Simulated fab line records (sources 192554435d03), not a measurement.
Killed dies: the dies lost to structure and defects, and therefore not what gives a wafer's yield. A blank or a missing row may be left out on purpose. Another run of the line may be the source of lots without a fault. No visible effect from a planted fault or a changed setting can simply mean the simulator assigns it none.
Struck lot and sound lot, side by side ; flow n5 finfet ; 18 steps out of a route of 1938
Sound: the wafers L789.2, L789.4, L789.5. Struck: wafer L793.6. (L793.5 of the same lot was not struck and is left out.) The cause comes at the end.
For every step that has rows: the tool of each side, followed by ch and its chambers, followed by its first start. Under that, the readings that differ: sound wafers ; struck wafers ; difference of the means ; sigmas: that difference in standard deviations of wafers without a fault.
alike: readings whose means differ by less than 2 such deviations, and words and numbers that are the same on both sides. not compared: withheld readings, readings that some wafer has no value for, bounds like >300 that may hide the same value, and numbers for which the record gives no deviation and whose values overlap.
Wherever a step has rows on one side only, a row that says differs or no value, or a row with sigmas, the two part there. Numbers that don't overlap but have no deviation are shown without sigmas and don't part them. A reading missing from all wafers of one side parts the sides only when that side holds two or more wafers.

N5_BEOL_M15_DESCUM_33: chemistry O2, time 7.9 s.
  sound on rie diel-01 ch 0,2,3, day 12 17:57; struck on rie diel-02 ch 2, day 13 17:49
  alike: drypump motor current A, oes product au, rf fwd power W, rf vpp V, showerhead plenum p Torr, throttle valve pct
  not compared: rf hours counter h
then, 2 steps without rows for these wafers: N5_BEOL_M15_ETCH_61 (etches BARC in N2/H2, target depth 89 nm, overetch 26.7 nm, time 67.9 s); N5_BEOL_M15_TRENCH_ETCH_34 (etches SiO2 in C4F8/O2/Ar, target depth 872.93 nm, time 199 s).
N5_BEOL_M15_STRIP_36: strips in O2.
  sound on rie diel-02 ch 0,1, day 12 20:11; struck on rie diel-06 ch 1, day 13 20:27
  alike: drypump motor current A, oes product au, rf vpp V, showerhead plenum p Torr, throttle valve pct
  not compared: rf hours counter h
N5_BEOL_M15_STRIP_62: strips in O2.
  sound on rie diel-02 ch 0,1; struck on rie diel-06 ch 1
  alike: drypump motor current A, oes product au, rf vpp V, showerhead plenum p Torr, throttle valve pct
  not compared: rf hours counter h
N5_BEOL_M15_STRIP_37: strips in O2.
  sound on rie diel-02 ch 0,1; struck on rie diel-06 ch 1
  alike: drypump motor current A, oes product au, rf vpp V, showerhead plenum p Torr, throttle valve pct
  not compared: rf hours counter h
then, 5 steps without rows for these wafers: N5_BEOL_M15_ETCH_38 (etches SiCN in CF4/N2, target depth 106.4 nm, time 120.5 s); N5_BEOL_M15_PRECLEAN_39 (cleans in residue remover, time 60 s); N5_BEOL_M15_SRD_40 (time 30 s, dry time 30 s); N5_BEOL_M15_DEGAS_41 (time 60 s); N5_BEOL_M15_PRE_CLEAN_42 (time 30 s).
N5_BEOL_M15_SPUTTER_43: material TaN, target thk 15 nm, time 24.19 s.
  sound on pvd sputter-02 at day 12 20:56; struck on pvd sputter-02 at day 13 21:17
reading;sound;struck;difference;sigmas
model.TaN_of_BEOL_M15_SPUTTER_43.thk nm (nm);15 15.2 14.8;19.8;+4.8;
  alike: cathode dc power W, throttle valve pct
N5_BEOL_M15_SPUTTER_44: material Ta, target thk 15 nm, time 24.19 s.
  sound on pvd sputter-02 at day 12 21:01; struck on pvd sputter-02 at day 13 21:22
  alike: cathode dc power W, throttle valve pct
then, 3 steps without rows for these wafers: N5_BEOL_M15_SPUTTER_45 (material Cu, target thk 100 nm, time 16.67 s); N5_BEOL_M15_ECD_47 (material Cu, target thk 1860 nm); N5_BEOL_M15_ANNEAL_48 (time 90 s).
N5_BEOL_M15_CMP_49: polishes, stops on SiO2, t overpolish 4.9 s, target thk 850 nm.
  sound on cmp-04 ch 0,1,2, day 12 21:45; struck on cmp-02 ch 0, day 13 22:13
reading;sound;struck;difference;sigmas
barrier field endpoint s (s);11.17 10.92 11.20;13.35;+2.25;+8
  alike: motor current A, slurry filter dp kPa
N5_BEOL_M15_THK_MEAS_50: measures by xrf.
  sound on film metro-01 at day 12 22:03; struck on film metro-01 at day 13 22:22
  alike: M15_THK

WHERE THEY PART
Only at N5_BEOL_M15_CMP_49, as far as this record shows. Later steps at which nothing parts them and some readings are alike: N5_BEOL_M15_THK_MEAS_50.

WHY: the cause the simulator had injected
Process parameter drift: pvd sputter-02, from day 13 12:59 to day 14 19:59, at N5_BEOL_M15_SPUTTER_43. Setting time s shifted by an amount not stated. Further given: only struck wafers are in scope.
